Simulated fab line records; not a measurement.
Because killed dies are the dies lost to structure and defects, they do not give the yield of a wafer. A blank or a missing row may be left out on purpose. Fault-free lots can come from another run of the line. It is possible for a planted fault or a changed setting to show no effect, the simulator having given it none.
Which tool was responsible? :: flow nand-harc :: Sampling: 12 lots, 36 wafers, 5 of 1159 route steps

== WHAT THE GAUGES SHOWED, per wafer ==
NHARC_END_SORT_01. Usual: killed-at-array 27, standard deviation 11; killed-at-other 0.7, standard deviation 1.1; killed-at-periphery 3.6, standard deviation 2.4; killed-dies 32, standard deviation 11; killed-open 3.3, standard deviation 1.8; killed-short 2.1, standard deviation 1.5.
lot: L188
measured: day 19 15:27
on: prober-01
killed-at-array: 24 21 18
killed-at-other: 0 0 0
killed-at-periphery: 0 4 4
killed-dies: 24 25 22
killed-open: 3 5 2
killed-short: 2 2 0
flag: 

lot: L189
measured: day 19 22:42
on: prober-02
killed-at-array: 14 14 11
killed-at-other: 1 0 0
killed-at-periphery: 4 5 6
killed-dies: 19 19 17
killed-open: 3 6 3
killed-short: 6 1 5
flag: 

lot: L190
measured: day 20 04:05
on: prober-02
killed-at-array: 29 20 24
killed-at-other: 0 2 2
killed-at-periphery: 12 7 10
killed-dies: 41 29 36
killed-open: 3 2 4
killed-short: 3 0 1
flag: 

lot: L192
measured: day 20 00:04
on: prober-01
killed-at-array: 15 18 15
killed-at-other: 0 0 0
killed-at-periphery: 7 6 5
killed-dies: 22 24 20
killed-open: 1 5 2
killed-short: 6 2 6
flag: 

lot: L191
measured: day 20 14:00
on: prober-02
killed-at-array: 32 18 32
killed-at-other: 0 0 0
killed-at-periphery: 4 1 3
killed-dies: 36 19 35
killed-open: 3 1 4
killed-short: 3 0 2
flag: 

lot: L193
measured: day 20 06:16
on: prober-01
killed-at-array: 29 15 14
killed-at-other: 1 2 0
killed-at-periphery: 2 8 2
killed-dies: 32 25 16
killed-open: 7 3 0
killed-short: 3 2 1
flag: 

lot: L196
measured: day 21 16:02
on: prober-01
killed-at-array: 20 23 29
killed-at-other: 1 1 0
killed-at-periphery: 5 5 4
killed-dies: 26 29 33
killed-open: 2 5 3
killed-short: 2 2 4
flag: 

lot: L195
measured: day 21 14:20
on: prober-02
killed-at-array: 35 25 32
killed-at-other: 0 1 0
killed-at-periphery: 4 7 6
killed-dies: 39 33 38
killed-open: 1 3 3
killed-short: 2 2 4
flag: 

lot: L198
measured: day 21 22:07
on: prober-02
killed-at-array: 33 39 26
killed-at-other: 1 0 0
killed-at-periphery: 3 5 4
killed-dies: 37 44 30
killed-open: 6 5 4
killed-short: 3 1 2
flag: 

lot: L203
measured: day 23 07:19
on: prober-02
killed-at-array: 28 674 48
killed-at-other: 2 0 0
killed-at-periphery: 5 3 1
killed-dies: 35 677 49
killed-open: 2 2 5
killed-short: 0 0 5
flag: OFF

lot: L208
measured: day 24 01:02
on: prober-02
killed-at-array: 32 38 18
killed-at-other: 0 1 1
killed-at-periphery: 2 2 4
killed-dies: 34 41 23
killed-open: 4 3 2
killed-short: 1 3 0
flag: 

lot: L210
measured: day 25 14:41
on: prober-01
killed-at-array: 29 23 15
killed-at-other: 2 2 2
killed-at-periphery: 2 3 1
killed-dies: 33 28 18
killed-open: 4 3 5
killed-short: 4 1 2
flag: 

== WHAT TOOL EACH LOT RAN ON (gives the tool, then ch and the chambers of the sampled wafers, and finally the start) ==
lot: L188
NHARC_A_STAIRCASE_ETCH_201: rie-diel-05 ch 1,2,3, day 11 02:52 or earlier
NHARC_A_STAIRCASE_ETCH_221: rie-diel-13 ch 0,1,3, day 11 02:52 or earlier
NHARC_A_STAIRCASE_ETCH_223: rie-diel-13 ch 1,2, day 11 02:52 or earlier
NHARC_A_STAIRCASE_TRIM_233: rie-diel-08 ch 0,1,2, day 11 02:52

lot: L189
NHARC_A_STAIRCASE_ETCH_201: rie-diel-13 ch 1,2, day 11 15:04 or earlier
NHARC_A_STAIRCASE_ETCH_221: rie-diel-05 ch 1,2,3, day 11 15:04 or earlier
NHARC_A_STAIRCASE_ETCH_223: rie-diel-05 ch 0,1,3, day 11 15:04 or earlier
NHARC_A_STAIRCASE_TRIM_233: rie-diel-05 ch 0,1,3, day 11 15:04

lot: L190
NHARC_A_STAIRCASE_ETCH_201: rie-diel-05 ch 0,1, day 11 16:32 or earlier
NHARC_A_STAIRCASE_ETCH_221: rie-diel-05 ch 0,1, day 11 16:32 or earlier
NHARC_A_STAIRCASE_ETCH_223: rie-diel-05 ch 2,3, day 11 16:32 or earlier
NHARC_A_STAIRCASE_TRIM_233: rie-diel-13 ch 0,2,3, day 11 16:32

lot: L192
NHARC_A_STAIRCASE_ETCH_201: rie-diel-05 ch 0,1, day 11 23:14 or earlier
NHARC_A_STAIRCASE_ETCH_221: rie-diel-05 ch 0,2,3, day 11 23:14 or earlier
NHARC_A_STAIRCASE_ETCH_223: rie-diel-05 ch 1,2,3, day 11 23:14 or earlier
NHARC_A_STAIRCASE_TRIM_233: rie-diel-05 ch 1,2, day 11 23:14

lot: L191
NHARC_A_STAIRCASE_ETCH_201: rie-diel-08 ch 0,1,2, day 12 00:45 or earlier
NHARC_A_STAIRCASE_ETCH_221: rie-diel-08 ch 0,3, day 12 00:45 or earlier
NHARC_A_STAIRCASE_ETCH_223: rie-diel-08 ch 1,2,3, day 12 00:45 or earlier
NHARC_A_STAIRCASE_TRIM_233: rie-diel-08 ch 1,2, day 12 00:45

lot: L193
NHARC_A_STAIRCASE_ETCH_201: rie-diel-08 ch 0,2, day 12 06:31 or earlier
NHARC_A_STAIRCASE_ETCH_221: rie-diel-05 ch 0,2,3, day 12 06:31 or earlier
NHARC_A_STAIRCASE_ETCH_223: rie-diel-05 ch 0,2,3, day 12 06:31 or earlier
NHARC_A_STAIRCASE_TRIM_233: rie-diel-13 ch 0,2, day 12 06:31

lot: L196
NHARC_A_STAIRCASE_ETCH_201: rie-diel-08 ch 1,2, day 13 04:08 or earlier
NHARC_A_STAIRCASE_ETCH_221: rie-diel-13 ch 1,2,3, day 13 04:08 or earlier
NHARC_A_STAIRCASE_ETCH_223: rie-diel-13 ch 0,1,3, day 13 04:08 or earlier
NHARC_A_STAIRCASE_TRIM_233: rie-diel-05 ch 0,1,2, day 13 04:08

lot: L195
NHARC_A_STAIRCASE_ETCH_201: rie-diel-05 ch 1,2,3, day 13 05:07 or earlier
NHARC_A_STAIRCASE_ETCH_221: rie-diel-05 ch 0,2,3, day 13 05:07 or earlier
NHARC_A_STAIRCASE_ETCH_223: rie-diel-05 ch 1,2, day 13 05:07 or earlier
NHARC_A_STAIRCASE_TRIM_233: rie-diel-13 ch 0,1,2, day 13 05:07

lot: L198
NHARC_A_STAIRCASE_ETCH_201: rie-diel-05 ch 1,2, day 13 14:18 or earlier
NHARC_A_STAIRCASE_ETCH_221: rie-diel-13 ch 1,3, day 13 14:18 or earlier
NHARC_A_STAIRCASE_ETCH_223: rie-diel-13 ch 0,1,3, day 13 14:18 or earlier
NHARC_A_STAIRCASE_TRIM_233: rie-diel-05 ch 0,1,2, day 13 14:18

lot: L203
NHARC_A_STAIRCASE_ETCH_201: rie-diel-08 ch 1,2, day 15 10:13 or earlier
NHARC_A_STAIRCASE_ETCH_221: rie-diel-13 ch 0,2, day 15 10:13 or earlier
NHARC_A_STAIRCASE_ETCH_223: rie-diel-13 ch 2,3, day 15 10:13 or earlier
NHARC_A_STAIRCASE_TRIM_233: rie-diel-13 ch 0,1,2, day 15 10:13

lot: L208
NHARC_A_STAIRCASE_ETCH_201: rie-diel-05 ch 0,3, day 15 22:10 or earlier
NHARC_A_STAIRCASE_ETCH_221: rie-diel-13 ch 1,2,3, day 15 22:10 or earlier
NHARC_A_STAIRCASE_ETCH_223: rie-diel-13 ch 1,3, day 15 22:10 or earlier
NHARC_A_STAIRCASE_TRIM_233: rie-diel-05 ch 0,2,3, day 15 22:10

lot: L210
NHARC_A_STAIRCASE_ETCH_201: rie-diel-05 ch 0,1,3, day 17 00:28 or earlier
NHARC_A_STAIRCASE_ETCH_221: rie-diel-13 ch 0,1,3, day 17 00:28 or earlier
NHARC_A_STAIRCASE_ETCH_223: rie-diel-13 ch 1,2,3, day 17 00:28 or earlier
NHARC_A_STAIRCASE_TRIM_233: rie-diel-05 ch 0,2,3, day 17 00:28
- NHARC_A_STAIRCASE_ETCH_201: etches the open film in C4F8/O2, target depth 100 nm, time 40.5 s.
- NHARC_A_STAIRCASE_ETCH_221: etches the open film in C4F8/O2, target depth 100 nm, time 40.5 s.
- NHARC_A_STAIRCASE_ETCH_223: etches the open film in C4F8/O2, target depth 100 nm, time 40.5 s.
- NHARC_A_STAIRCASE_TRIM_233: chemistry O2, time 211.2 s.

== WHAT THE TOOLS THEMSELVES READ (means of the sampled wafers that have a number; where no wafer has one, the mark that the record gives instead) ==
NHARC_A_STAIRCASE_ETCH_201. Usual: oes-product-au 0.943 a.u., standard deviation 0.016; rf-vpp-V 893 V, standard deviation 5.
lot: L188
tool: rie-diel-05
oes-product-au (a.u.): 0.948
rf-vpp-V (V): 895
flag: 

lot: L189
tool: rie-diel-13
oes-product-au (a.u.): 0.932
rf-vpp-V (V): 894
flag: 

lot: L190
tool: rie-diel-05
oes-product-au (a.u.): 0.929
rf-vpp-V (V): 895
flag: 

lot: L192
tool: rie-diel-05
oes-product-au (a.u.): 0.932
rf-vpp-V (V): 899
flag: 

lot: L191
tool: rie-diel-08
oes-product-au (a.u.): 0.956
rf-vpp-V (V): 890
flag: 

lot: L193
tool: rie-diel-08
oes-product-au (a.u.): 0.949
rf-vpp-V (V): 890
flag: 

lot: L196
tool: rie-diel-08
oes-product-au (a.u.): 0.953
rf-vpp-V (V): 889
flag: 

lot: L195
tool: rie-diel-05
oes-product-au (a.u.): 0.941
rf-vpp-V (V): 896
flag: 

lot: L198
tool: rie-diel-05
oes-product-au (a.u.): 0.950
rf-vpp-V (V): 895
flag: 

lot: L203
tool: rie-diel-08
oes-product-au (a.u.): 0.947
rf-vpp-V (V): 890
flag: 

lot: L208
tool: rie-diel-05
oes-product-au (a.u.): 0.943
rf-vpp-V (V): 890
flag: 

lot: L210
tool: rie-diel-05
oes-product-au (a.u.): 0.958
rf-vpp-V (V): 894
flag: 

NHARC_A_STAIRCASE_ETCH_221. Usual: oes-product-au 0.937 a.u., standard deviation 0.016; rf-vpp-V 894 V, standard deviation 5.5.
lot: L188
tool: rie-diel-13
oes-product-au (a.u.): 0.920
rf-vpp-V (V): 896
flag: 

lot: L189
tool: rie-diel-05
oes-product-au (a.u.): 0.939
rf-vpp-V (V): 897
flag: 

lot: L190
tool: rie-diel-05
oes-product-au (a.u.): 0.925
rf-vpp-V (V): 899
flag: 

lot: L192
tool: rie-diel-05
oes-product-au (a.u.): 0.937
rf-vpp-V (V): 892
flag: 

lot: L191
tool: rie-diel-08
oes-product-au (a.u.): 0.943
rf-vpp-V (V): 889
flag: 

lot: L193
tool: rie-diel-05
oes-product-au (a.u.): 0.946
rf-vpp-V (V): 893
flag: 

lot: L196
tool: rie-diel-13
oes-product-au (a.u.): 0.937
rf-vpp-V (V): 898
flag: 

lot: L195
tool: rie-diel-05
oes-product-au (a.u.): 0.926
rf-vpp-V (V): 892
flag: 

lot: L198
tool: rie-diel-13
oes-product-au (a.u.): 0.946
rf-vpp-V (V): 900
flag: 

lot: L203
tool: rie-diel-13
oes-product-au (a.u.): 0.924
rf-vpp-V (V): 892
flag: 

lot: L208
tool: rie-diel-13
oes-product-au (a.u.): 0.932
rf-vpp-V (V): 897
flag: 

lot: L210
tool: rie-diel-13
oes-product-au (a.u.): 0.923
rf-vpp-V (V): 895
flag: 

NHARC_A_STAIRCASE_ETCH_223. Usual: oes-product-au 0.936 a.u., standard deviation 0.015; rf-vpp-V 893 V, standard deviation 5.3.
lot: L188
tool: rie-diel-13
oes-product-au (a.u.): 0.924
rf-vpp-V (V): 894
flag: 

lot: L189
tool: rie-diel-05
oes-product-au (a.u.): 0.928
rf-vpp-V (V): 896
flag: 

lot: L190
tool: rie-diel-05
oes-product-au (a.u.): 0.935
rf-vpp-V (V): 893
flag: 

lot: L192
tool: rie-diel-05
oes-product-au (a.u.): 0.931
rf-vpp-V (V): 896
flag: 

lot: L191
tool: rie-diel-08
oes-product-au (a.u.): 0.947
rf-vpp-V (V): 889
flag: 

lot: L193
tool: rie-diel-05
oes-product-au (a.u.): 0.948
rf-vpp-V (V): 892
flag: 

lot: L196
tool: rie-diel-13
oes-product-au (a.u.): 0.938
rf-vpp-V (V): 895
flag: 

lot: L195
tool: rie-diel-05
oes-product-au (a.u.): 0.953
rf-vpp-V (V): 895
flag: 

lot: L198
tool: rie-diel-13
oes-product-au (a.u.): 0.950
rf-vpp-V (V): 896
flag: 

lot: L203
tool: rie-diel-13
oes-product-au (a.u.): 0.922
rf-vpp-V (V): 901
flag: 

lot: L208
tool: rie-diel-13
oes-product-au (a.u.): 0.926
rf-vpp-V (V): 897
flag: 

lot: L210
tool: rie-diel-13
oes-product-au (a.u.): 0.917
rf-vpp-V (V): 896
flag: 

NHARC_A_STAIRCASE_TRIM_233. Usual: drypump-motor-current-A 5.7 A, standard deviation 0.49; oes-product-au 0.998 a.u., standard deviation 0.015; rf-vpp-V 57.6 V, standard deviation 0.9; showerhead-plenum-p-Torr 3.45 Torr, standard deviation 0.14; throttle-valve-pct 17.035 %, standard deviation 0.0093.
lot: L188
tool: rie-diel-08
drypump-motor-current-A (A): 5.5
oes-product-au (a.u.): 1.001
rf-vpp-V (V): 57.3
showerhead-plenum-p-Torr (Torr): 3.37
throttle-valve-pct (%): 17.042
flag: 

lot: L189
tool: rie-diel-05
drypump-motor-current-A (A): 5.9
oes-product-au (a.u.): 0.996
rf-vpp-V (V): 58.5
showerhead-plenum-p-Torr (Torr): 3.51
throttle-valve-pct (%): 17.041
flag: 

lot: L190
tool: rie-diel-13
drypump-motor-current-A (A): 5.8
oes-product-au (a.u.): 0.990
rf-vpp-V (V): 57.2
showerhead-plenum-p-Torr (Torr): 3.54
throttle-valve-pct (%): 17.031
flag: 

lot: L192
tool: rie-diel-05
drypump-motor-current-A (A): 6.2
oes-product-au (a.u.): 1.007
rf-vpp-V (V): 57.2
showerhead-plenum-p-Torr (Torr): 3.54
throttle-valve-pct (%): 17.029
flag: 

lot: L191
tool: rie-diel-08
drypump-motor-current-A (A): 5.3
oes-product-au (a.u.): 0.994
rf-vpp-V (V): 57.0
showerhead-plenum-p-Torr (Torr): 3.36
throttle-valve-pct (%): 17.046
flag: 

lot: L193
tool: rie-diel-13
drypump-motor-current-A (A): 5.8
oes-product-au (a.u.): 0.990
rf-vpp-V (V): 57.6
showerhead-plenum-p-Torr (Torr): 3.39
throttle-valve-pct (%): 17.037
flag: 

lot: L196
tool: rie-diel-05
drypump-motor-current-A (A): 6.0
oes-product-au (a.u.): 1.003
rf-vpp-V (V): 56.8
showerhead-plenum-p-Torr (Torr): 3.51
throttle-valve-pct (%): 17.027
flag: 

lot: L195
tool: rie-diel-13
drypump-motor-current-A (A): 5.7
oes-product-au (a.u.): 0.994
rf-vpp-V (V): 57.0
showerhead-plenum-p-Torr (Torr): 3.42
throttle-valve-pct (%): 17.038
flag: 

lot: L198
tool: rie-diel-05
drypump-motor-current-A (A): 6.0
oes-product-au (a.u.): 0.996
rf-vpp-V (V): 58.1
showerhead-plenum-p-Torr (Torr): 3.51
throttle-valve-pct (%): 17.038
flag: 

lot: L203
tool: rie-diel-13
drypump-motor-current-A (A): 5.7
oes-product-au (a.u.): 1.114
rf-vpp-V (V): 57.1
showerhead-plenum-p-Torr (Torr): 3.41
throttle-valve-pct (%): 17.036
flag: OFF

lot: L208
tool: rie-diel-05
drypump-motor-current-A (A): 5.8
oes-product-au (a.u.): 0.996
rf-vpp-V (V): 57.1
showerhead-plenum-p-Torr (Torr): 3.40
throttle-valve-pct (%): 17.033
flag: 

lot: L210
tool: rie-diel-05
drypump-motor-current-A (A): 5.8
oes-product-au (a.u.): 1.002
rf-vpp-V (V): 57.4
showerhead-plenum-p-Torr (Torr): 3.40
throttle-valve-pct (%): 17.036
flag: 

== THE ANSWER, worked out from the rows above alone ==
Rule: lot off if the mean of its wafers having a number is beyond 3 standard deviations from the usual mean. Also off: a lot with no number at a reading for which 4 or more lots have one. The other lots that the step has rows for count as sound. First the gauges in route order, then the tools' own readings, where a lot's mean is used as printed above. The first step at which some lot is off is used, and at that step the reading that is off furthest; a lot without a number counts as furthest.
Off: L203, at NHARC_END_SORT_01 (killed-at-array).
A tool fits if, at a process step before that reading, it ran every lot that is off, and no sound lot after the first of them. Not tried: the gauges at NHARC_END_SORT_01; whatever is off there is also off at NHARC_A_STAIRCASE_TRIM_233, on other tools, and gauge error can't account for it. NHARC_A_STAIRCASE_ETCH_201: start missing for some lots; hours and lot order therefore follow NHARC_A_STAIRCASE_TRIM_233. NHARC_A_STAIRCASE_ETCH_221: start missing for some lots; hours and lot order therefore follow NHARC_A_STAIRCASE_TRIM_233. NHARC_A_STAIRCASE_ETCH_223: start missing for some lots; hours and lot order therefore follow NHARC_A_STAIRCASE_TRIM_233. Can't be told from this: 2 tools fit, rie-diel-08 at NHARC_A_STAIRCASE_ETCH_201, rie-diel-13 at NHARC_A_STAIRCASE_TRIM_233.

== WHAT THE SIMULATOR HAD PUT IN ==
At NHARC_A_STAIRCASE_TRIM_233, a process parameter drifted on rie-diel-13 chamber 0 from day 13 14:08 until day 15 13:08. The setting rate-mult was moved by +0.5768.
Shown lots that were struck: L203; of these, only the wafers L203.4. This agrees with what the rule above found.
